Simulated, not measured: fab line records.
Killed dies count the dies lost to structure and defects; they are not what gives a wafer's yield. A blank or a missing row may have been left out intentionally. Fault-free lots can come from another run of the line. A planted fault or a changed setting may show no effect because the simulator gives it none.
fab line records ; flow nand_harc
record: lots: 11; wafers: 33; last_day: 24
route steps=1159 shown P_ZERO_WELL@29 P_STI@80
lots untouched by any fault: they come from a run of this same line in which no faults occurred
start_h: the number of hours between the record's first day and the start of the first shown wafer of the lot ; wait_h: hours since the lot's step before ; " unchanged from the row above ; L1.1+2: a single row standing in for several wafers ; - no value, or no start was given ; * or withheld: withheld ; < > ~ a bound
route shown NAME@n: NAME is a module with steps in the file, n the number in the route of the first one ; usual: mean/standard deviation taken from wafers without a fault ; same: alike in all rows ; chamber/n: place in a boat ; sites: each site's reading ; _std_site: their standard deviation ; _edge_site: outer sites' mean less inner sites' ; radius_mm: for every site, how far away it sits from the centre of the wafer ; mask NAME#n: copy n ; behind: the tool/chamber that last shaped the wafer ; hold: the reason the lot was held/the length of the hold in hours/how it ended ; device: whichever transistor did not switch (one of n, p or np) ; end of line: the same wafers' tests at the end of the route ; where a step has no rows: the recipe by itself ; killed: dies lost to structure and defects at the first sort, not the wafer's yield ; map: dies across one wafer; x = killed, . = not, _ = none there
set.NAME: the run value of the setting; set.NAME@STEP: its run value at that earlier step ; model.NAME: the simulator's own value behind a step, which no gauge read
a sample of lots followed through the steps of the route, with each step as a table and each wafer as a row
services: the hour from which a tool's chamber was out of use, counted from the record's first day as start_h (under 0 if before that day), plus the number of hours and why
== steps ==
step: NHARC_P_ZERO_WELL_CD_MEAS_24
recipe: target_cd_nm: 720; landing_energy_ev: 500
usual: cd_nm: 718.7/2.3
lot.wafer;tool;chamber;start_h;wait_h;cd_nm
L306.1;cd_sem-01;0;14.59;-;720.0
L306.3;cd_sem-01;0;14.59;-;720.6
L306.6;cd_sem-01;0;14.59;-;719.1
L309.3;cd_sem-01;0;32.45;-;717.6
L309.4;cd_sem-01;0;32.45;-;719.6
L309.6;cd_sem-01;0;32.45;-;721.3
L311.2;cd_sem-02;0;44.59;-;717.1
L311.3;cd_sem-02;0;44.59;-;719.1
L311.4;cd_sem-02;0;44.59;-;718.6
L312.2;cd_sem-03;0;50.49;-;720.5
L312.3;cd_sem-03;0;50.49;-;723.9
L312.5;cd_sem-03;0;50.49;-;717.1
L313.1;cd_sem-03;0;56.58;-;720.2
L313.3;cd_sem-03;0;56.58;-;721.2
L313.5;cd_sem-03;0;56.58;-;721.3
L314.1;cd_sem-01;0;62.47;-;719.0
L314.3;cd_sem-01;0;62.47;-;721.2
L314.5;cd_sem-01;0;62.47;-;719.0
L316.3;cd_sem-01;0;74.63;-;715.9
L316.4;cd_sem-01;0;74.63;-;719.4
L316.6;cd_sem-01;0;74.63;-;715.8
L317.1;cd_sem-02;0;80.46;-;720.1
L317.2;cd_sem-02;0;80.46;-;719.1
L317.4;cd_sem-02;0;80.46;-;718.7
L319.2;cd_sem-01;0;92.53;-;720.7
L319.3;cd_sem-01;0;92.53;-;719.3
L319.5;cd_sem-01;0;92.53;-;716.9
L322.2;cd_sem-02;0;110.58;-;720.5
L322.5;cd_sem-02;0;110.58;-;718.5
L322.6;cd_sem-02;0;110.58;-;719.4
L329.2;cd_sem-01;0;152.34;-;720.5
L329.4;cd_sem-01;0;152.34;-;723.0
L329.5;cd_sem-01;0;152.34;-;718.0
step: NHARC_P_ZERO_WELL_DESCUM_26
recipe: time_s: 3; o2_flow_sccm: 200; ar_flow_sccm: 0; bias_power_w: 0; chemistry: O2
usual: drypump_motor_current_A: 5.9/0.38; oes_product_au: 1.003/0.014; rf_vpp_V: 57.8/0.88; showerhead_plenum_p_Torr: 1.91/0.089; throttle_valve_pct: 11.310/0.011
lot.wafer;tool;chamber;start_h;wait_h;drypump_motor_current_A;oes_product_au;rf_hours_counter_h;rf_vpp_V;showerhead_plenum_p_Torr;throttle_valve_pct
L306.1;rie_diel-05;1;14.75;-;6.7;0.994;1.8;60.0;1.91;11.331
L306.3;rie_diel-05;3;14.75;-;5.2;1.029;1.6;56.2;1.81;11.310
L306.6;rie_diel-05;2;14.75;-;5.5;1.010;-;58.2;1.91;11.310
L309.3;rie_diel-04;2;32.62;-;6.0;0.989;4.7;58.6;1.84;11.320
L309.4;rie_diel-04;3;32.62;-;5.3;0.993;6.7;57.8;2.03;11.319
L309.6;rie_diel-04;2;32.62;-;6.0;0.995;-;58.3;1.84;11.318
L311.3;rie_diel-13;1;44.75;-;5.8;1.004;5.1;58.8;2.00;11.311
L311.2;rie_diel-13;0;44.75;-;5.9;1.004;4.2;57.7;1.79;11.311
L311.4;rie_diel-13;1;44.75;-;5.8;0.997;-;58.8;2.00;11.311
L312.3;rie_diel-04;1;50.67;-;5.7;1.002;8.0;57.7;2.06;11.309
L312.2;rie_diel-04;2;50.67;-;6.0;0.991;5.9;57.5;1.84;11.306
L312.5;rie_diel-04;3;50.67;-;5.3;0.990;-;59.3;2.03;11.314
L313.1;rie_diel-13;3;56.76;-;5.9;0.998;5.0;58.9;1.96;11.305
L313.3;rie_diel-13;0;56.76;-;5.9;1.017;4.8;58.8;1.79;11.316
L313.5;rie_diel-13;2;56.76;-;6.1;1.043;-;56.5;1.78;11.326
L314.1;rie_diel-05;1;62.65;-;6.7;0.988;5.0;57.0;1.91;11.310
L314.3;rie_diel-05;2;62.65;-;5.5;0.997;5.4;57.5;1.91;11.328
L314.5;rie_diel-05;3;62.65;-;5.2;1.022;-;59.5;1.81;11.326
L316.3;rie_diel-13;2;74.80;-;6.1;1.029;7.5;57.2;1.78;11.309
L316.4;rie_diel-13;3;74.80;-;5.9;0.992;6.6;58.9;1.96;11.296
L316.6;rie_diel-13;1;74.80;-;5.8;0.985;-;58.3;1.99;11.314
L317.4;rie_diel-04;2;80.62;-;6.0;0.983;7.0;56.9;1.84;11.304
L317.2;rie_diel-04;3;80.62;-;5.3;1.010;9.0;58.4;2.02;11.277
L317.1;rie_diel-04;0;80.62;-;6.1;1.002;10.2;57.2;1.98;11.318
L319.2;rie_diel-13;3;92.71;-;5.9;1.002;7.1;58.2;1.96;11.318
L319.3;rie_diel-13;0;92.71;-;5.9;1.022;7.3;58.4;1.79;11.324
L319.5;rie_diel-13;2;92.71;-;6.1;1.019;-;59.5;1.78;11.315
L322.2;rie_diel-13;0;110.75;-;5.9;1.018;8.9;57.5;1.79;11.321
L322.6;rie_diel-13;3;110.75;-;5.9;0.990;-;57.7;1.96;11.324
L322.5;rie_diel-13;0;110.75;-;5.9;1.015;-;57.2;1.79;11.327
L329.2;rie_diel-04;0;152.53;-;6.1;1.012;3.2;58.3;1.98;11.314
L329.4;rie_diel-04;1;152.53;-;5.6;1.014;3.3;60.1;2.05;11.313
L329.5;rie_diel-04;3;152.53;-;5.3;1.015;-;59.7;2.02;11.321
step: NHARC_P_ZERO_WELL_DESCUM_39
recipe: time_s: 3; o2_flow_sccm: 200; ar_flow_sccm: 0; bias_power_w: 0; chemistry: O2
usual: drypump_motor_current_A: 5.9/0.34; oes_product_au: 1.004/0.015; rf_vpp_V: 57.8/0.98; showerhead_plenum_p_Torr: 1.93/0.094; throttle_valve_pct: 11.310/0.0091
lot.wafer;tool;chamber;start_h;wait_h;drypump_motor_current_A;oes_product_au;rf_hours_counter_h;rf_vpp_V;showerhead_plenum_p_Torr;throttle_valve_pct
L306.1;rie_diel-13;0;16.40;-;5.9;1.019;3;56.2;1.79;11.323
L306.3;rie_diel-13;2;16.40;-;6.1;1.036;3;56.5;1.79;11.314
L306.6;rie_diel-13;0;16.40;-;5.9;1.021;-;56.4;1.79;11.319
L309.3;rie_diel-05;0;34.25;-;6.4;1.014;3;57.6;1.90;11.293
L309.4;rie_diel-05;2;34.25;-;5.5;0.995;3;58.8;1.91;11.323
L309.6;rie_diel-05;0;34.25;-;6.4;1.005;-;57.2;1.90;11.301
L311.4;rie_diel-04;3;46.42;-;5.3;0.987;8;57.1;2.02;11.321
L311.2;rie_diel-04;0;46.42;-;6.1;0.995;8;59.6;1.98;11.293
L311.3;rie_diel-04;2;46.42;-;6.0;0.993;6;54.6;1.84;11.293
L312.2;rie_diel-04;3;52.29;-;5.3;0.997;8;57.6;2.03;11.330
L312.3;rie_diel-04;0;52.29;-;6.1;0.993;9;57.4;1.98;11.308
L312.5;rie_diel-04;3;52.29;-;5.3;1.006;-;58.0;2.03;11.333
L313.1;rie_diel-04;2;58.38;-;6.0;1.004;6;57.3;1.84;11.327
L313.3;rie_diel-04;3;58.38;-;5.3;1.013;8;58.8;2.02;11.334
L313.5;rie_diel-04;2;58.38;-;6.0;0.994;-;58.2;1.84;11.300
L314.3;rie_diel-04;2;64.28;-;6.0;0.993;6;57.3;1.84;11.309
L314.1;rie_diel-04;3;64.28;-;5.3;0.998;8;58.9;2.02;11.310
L314.5;rie_diel-04;3;64.28;-;5.3;1.008;-;58.3;2.03;11.324
L316.4;rie_diel-05;0;76.42;-;6.3;1.000;6;57.6;1.90;11.297
L316.3;rie_diel-05;1;76.42;-;6.7;0.990;6;57.2;1.91;11.324
L316.6;rie_diel-05;1;76.42;-;6.7;0.988;-;58.2;1.91;11.297
L317.2;rie_diel-13;1;82.18;-;5.8;0.996;8;59.0;2.00;11.316
L317.4;rie_diel-13;2;82.18;-;6.0;1.036;8;58.0;1.78;11.299
L317.1;rie_diel-13;3;82.18;-;5.9;1.007;7;57.6;1.96;11.312
L319.2;rie_diel-04;1;94.33;-;5.7;0.988;10;57.5;2.05;11.302
L319.3;rie_diel-04;3;94.33;-;5.3;0.989;10;59.1;2.02;11.318
L319.5;rie_diel-04;2;94.33;-;6.0;0.993;-;56.4;1.84;11.328
L322.2;rie_diel-13;1;112.42;-;5.8;0.978;10;58.8;1.99;11.304
L322.6;rie_diel-13;3;112.42;-;5.9;0.991;-;57.8;1.96;11.300
L322.5;rie_diel-13;0;112.42;-;5.9;1.013;-;57.1;1.79;11.323
L329.2;rie_diel-04;1;154.17;-;5.7;1.002;3;57.9;2.05;11.303
L329.4;rie_diel-04;3;154.17;-;5.3;1.025;3;58.9;2.02;11.332
L329.5;rie_diel-04;2;154.17;-;6.0;0.998;-;56.3;1.84;11.313
step: NHARC_P_STI_EXPOSE_06
recipe: na: 0.55; target_cd_nm: 200; dose_mj: 37.69; mask_id: P_STI
usual: focus_offset_nm: 0.0/0.51; stage_vel_mm_s: 499.97/0.24
lot.wafer;tool;chamber;start_h;wait_h;mask;focus_offset_nm;stage_vel_mm_s
L306.1;krf_scanner-02;0;31.24;-;P_STI#0;-0.7;499.99
L306.3;krf_scanner-02;0;31.24;-;P_STI#0;-0.8;499.87
L306.6;krf_scanner-02;0;31.24;-;P_STI#0;-0.9;499.50
L309.3;krf_scanner-01;0;52.54;-;P_STI#0;0.2;499.89
L309.4;krf_scanner-01;0;52.54;-;P_STI#0;-0.6;499.79
L309.6;krf_scanner-01;0;52.54;-;P_STI#0;-0.6;499.71
L311.2;krf_scanner-02;0;61.93;-;P_STI#0;0.0;500.20
L311.3;krf_scanner-02;0;61.93;-;P_STI#0;0.3;500.13
L311.4;krf_scanner-02;0;61.93;-;P_STI#0;0.1;500.70
L312.2;krf_scanner-02;0;70.68;-;P_STI#0;-0.1;499.99
L312.3;krf_scanner-02;0;70.68;-;P_STI#0;-1.0;499.85
L312.5;krf_scanner-02;0;70.68;-;P_STI#0;0.2;500.28
L313.1;krf_scanner-01;0;76.82;-;P_STI#0;-0.6;499.97
L313.3;krf_scanner-01;0;76.82;-;P_STI#0;0.2;499.75
L313.5;krf_scanner-01;0;76.82;-;P_STI#0;-0.5;500.02
L314.1;krf_scanner-01;0;83.29;-;P_STI#0;0.4;500.04
L314.3;krf_scanner-01;0;83.29;-;P_STI#0;-0.1;499.77
L314.5;krf_scanner-01;0;83.29;-;P_STI#0;0.5;500.01
L316.3;krf_scanner-01;0;91.53;-;P_STI#0;0.4;500.08
L316.4;krf_scanner-01;0;91.53;-;P_STI#0;-0.1;500.21
L316.6;krf_scanner-01;0;91.53;-;P_STI#0;-0.1;499.96
L317.1;krf_scanner-01;0;101.41;-;P_STI#0;0.0;500.13
L317.2;krf_scanner-01;0;101.41;-;P_STI#0;0.9;499.88
L317.4;krf_scanner-01;0;101.41;-;P_STI#0;0.7;499.93
L319.2;krf_scanner-02;0;112.65;-;P_STI#0;0.1;500.01
L319.3;krf_scanner-02;0;112.65;-;P_STI#0;-0.8;500.00
L319.5;krf_scanner-02;0;112.65;-;P_STI#0;0.0;500.10
L322.2;krf_scanner-01;0;130.98;-;P_STI_R1#0;0.0;500.01
L322.5;krf_scanner-01;0;130.98;-;P_STI_R1#0;0.1;500.27
L322.6;krf_scanner-01;0;130.98;-;P_STI_R1#0;0.2;500.36
L329.2;krf_scanner-02;0;172.43;-;P_STI#0;-0.6;499.93
L329.4;krf_scanner-02;0;172.43;-;P_STI#0;-0.6;499.66
L329.5;krf_scanner-02;0;172.43;-;P_STI#0;-0.6;500.04
step: NHARC_P_STI_CD_MEAS_09
recipe: target_cd_nm: 200; landing_energy_ev: 500
usual: cd_nm: 200/4
lot.wafer;tool;chamber;start_h;wait_h;cd_nm
L306.1;cd_sem-02;0;31.39;-;196
L306.3;cd_sem-02;0;31.39;-;198
L306.6;cd_sem-02;0;31.39;-;198
L309.3;cd_sem-03;0;52.68;-;201
L309.4;cd_sem-03;0;52.68;-;207
L309.6;cd_sem-03;0;52.68;-;198
L311.2;cd_sem-02;0;62.08;-;208
L311.3;cd_sem-02;0;62.08;-;209
L311.4;cd_sem-02;0;62.08;-;205
L312.2;cd_sem-01;0;70.83;-;199
L312.3;cd_sem-01;0;70.83;-;198
L312.5;cd_sem-01;0;70.83;-;201
L313.1;cd_sem-03;0;76.97;-;203
L313.3;cd_sem-03;0;76.97;-;208
L313.5;cd_sem-03;0;76.97;-;200
L314.1;cd_sem-02;0;83.45;-;202
L314.3;cd_sem-02;0;83.45;-;204
L314.5;cd_sem-02;0;83.45;-;202
L316.3;cd_sem-03;0;91.68;-;196
L316.4;cd_sem-03;0;91.68;-;199
L316.6;cd_sem-03;0;91.68;-;196
L317.1;cd_sem-02;0;101.56;-;194
L317.2;cd_sem-02;0;101.56;-;197
L317.4;cd_sem-02;0;101.56;-;198
L319.2;cd_sem-02;0;112.80;-;196
L319.3;cd_sem-02;0;112.80;-;196
L319.5;cd_sem-02;0;112.80;-;198
L322.2;cd_sem-03;0;131.13;-;230
L322.5;cd_sem-03;0;131.13;-;231
L322.6;cd_sem-03;0;131.13;-;229
L329.2;cd_sem-03;0;172.58;-;200
L329.4;cd_sem-03;0;172.58;-;198
L329.5;cd_sem-03;0;172.58;-;200
step: NHARC_P_STI_OCD_MEAS_17
usual: trench_depth_nm: 300/5.1; trench_foot_cd_nm: 158/4
lot.wafer;tool;chamber;start_h;wait_h;trench_depth_nm;trench_foot_cd_nm
L306.1;ocd-02;-;32.19;0.1;307;152
L306.3;ocd-02;-;32.19;0.1;299;156
L306.6;ocd-02;-;32.19;0.1;301;155
L309.3;ocd-01;-;53.48;0.1;296;161
L309.4;ocd-01;-;53.48;0.1;303;164
L309.6;ocd-01;-;53.48;0.1;303;156
L311.2;ocd-01;-;62.89;0.1;304;166
L311.3;ocd-01;-;62.89;0.1;292;169
L311.4;ocd-01;-;62.89;0.1;296;164
L312.2;ocd-02;-;71.62;0.1;300;157
L312.3;ocd-02;-;71.62;0.1;304;156
L312.5;ocd-02;-;71.62;0.1;304;158
L313.1;ocd-01;-;77.75;0.1;294;161
L313.3;ocd-01;-;77.75;0.1;298;166
L313.5;ocd-01;-;77.75;0.1;292;160
L314.1;ocd-01;-;84.32;0.1;297;160
L314.3;ocd-01;-;84.32;0.1;296;162
L314.5;ocd-01;-;84.32;0.1;299;160
L316.3;ocd-02;-;92.46;0.1;300;154
L316.4;ocd-02;-;92.46;0.1;294;159
L316.6;ocd-02;-;92.46;0.1;295;154
L317.1;ocd-01;-;102.35;0.1;293;154
L317.2;ocd-01;-;102.35;0.1;295;156
L317.4;ocd-01;-;102.35;0.1;295;157
L319.2;ocd-02;-;113.58;0.1;298;155
L319.3;ocd-02;-;113.58;0.1;306;154
L319.5;ocd-02;-;113.58;0.1;302;155
L322.2;ocd-01;-;131.93;0.1;299;188
L322.5;ocd-01;-;131.93;0.1;306;188
L322.6;ocd-01;-;131.93;0.1;299;187
L329.2;ocd-02;-;173.38;0.1;306;157
L329.4;ocd-02;-;173.38;0.1;301;156
L329.5;ocd-02;-;173.38;0.1;301;158
== services ==
tool;chamber;start_h;hours;kind
krf_scanner-01;-;-7.61;0.5;repair
rie_diel-04;0;-7.10;-;clean
rie_diel-04;1;-7.10;-;clean
rie_diel-04;2;-7.10;-;clean
rie_diel-04;3;-7.10;-;clean
rie_diel-05;3;6.48;1.6;repair
rie_diel-04;0;17.40;-;clean
rie_diel-04;1;17.40;-;clean
rie_diel-04;2;17.40;-;clean
rie_diel-04;3;17.40;-;clean
rie_diel-13;2;39.08;6.7;repair
rie_diel-04;0;41.90;-;clean
rie_diel-04;1;41.90;-;clean
rie_diel-04;2;41.90;-;clean
rie_diel-04;3;41.90;-;clean
rie_diel-05;1;68.26;2.9;repair
krf_scanner-02;-;77.34;4.0;pm
krf_scanner-01;-;84.00;4.0;pm
rie_diel-05;1;89.00;6.6;repair
rie_diel-04;-;111.90;9.0;pm
krf_scanner-01;-;122.40;4.9;repair
rie_diel-13;-;126.02;9.0;pm
rie_diel-04;3;154.52;27.0;repair
rie_diel-05;-;163.62;9.0;pm
== key ==
first_sign: step: NHARC_P_STI_EXPOSE_06; reading: mask; direction: changed
effect: step: NHARC_P_STI_CD_MEAS_09; reading: cd_nm; direction: up; sigmas: 7.3; usual: 200; struck: 230
effect: step: NHARC_P_STI_OCD_MEAS_17; reading: trench_foot_cd_nm; direction: up; sigmas: 7.3; usual: 158; struck: 187
met_at NHARC_P_STI_EXPOSE_06
struck_lots L322
tester_left_out L322
not_acting_at NHARC_P_ZERO_WELL_CD_MEAS_24,NHARC_P_ZERO_WELL_DESCUM_26,NHARC_P_ZERO_WELL_DESCUM_39
onset_between 101.41 130.98
fault: kind: wrong_mask; tool: any; chamber: -; onset_h: 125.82; steps: NHARC_P_STI_EXPOSE_06; aux_copy: P_STI_R1#0; cd_offset_nm: 26.435; scope: struck_lots_only
tester_left_out: of these lots the tester's yield and bins aren't shown, on N5 and GAA mostly nor the transistor test; their killed dies are dies lost to structure and defects alone, not to doping, threshold or leakage, so they don't give the yield
